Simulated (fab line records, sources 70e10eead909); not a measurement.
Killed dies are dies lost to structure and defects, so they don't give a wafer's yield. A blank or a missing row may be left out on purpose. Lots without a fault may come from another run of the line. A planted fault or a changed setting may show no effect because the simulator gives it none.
Chamber matching | flow nand_harc | NHARC_A_M1_PRE_CLEAN_32 on pecvd-02: 3 sister chambers
The step time 12 s. 3 wafers are shown with their chamber, then 9 later ones without.

WAFERS WITH THEIR CHAMBER
wafer  | chamber | heater_power_w (W)
L087.2 | 2       | 567
L087.4 | 1       | 671
L087.5 | 0       | 643

WAFERS WITHOUT THEIR CHAMBER
wafer  | heater_power_w (W)
L088.3 | 607
L088.5 | 664
L088.6 | 621
L092.2 | 672
L092.5 | 576
L092.6 | 577
L091.4 | 754
L091.5 | 593
L091.6 | 652

WHICH CHAMBER EACH WENT THROUGH
wafer  | from the rows above          | in truth
L088.3 | can't be placed: 0 or 2 or 1 | 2
L088.5 | can't be placed: 1 or 0      | 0
L088.6 | can't be placed: 0 or 1 or 2 | 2
L092.2 | can't be placed: 1 or 0      | 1
L092.5 | can't be placed: 2 or 0      | 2
L092.6 | can't be placed: 2 or 0      | 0
L091.4 | can't be placed: 1 or 0      | 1
L091.5 | can't be placed: 2 or 0 or 1 | 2
L091.6 | can't be placed: 0 or 1      | 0
Placed correctly: 0 of 9. Can't be placed from these rows: 9 (the true chamber is among the candidates in 9). Placed wrongly: 0.
How it was worked out, from the rows above alone: a wafer's distance from a chamber is the root of the sum, over the readings, of the square of ((its reading less the chamber's mean) divided by the reading's scatter). The wafer belongs to the nearest chamber; if the next one is less than 2 further off, it can't be placed. A chamber's mean is the mean of its shown wafers. The scatter: with one shown wafer a chamber, the root of the mean of the squares of how far each hidden wafer lies from its nearest shown one.
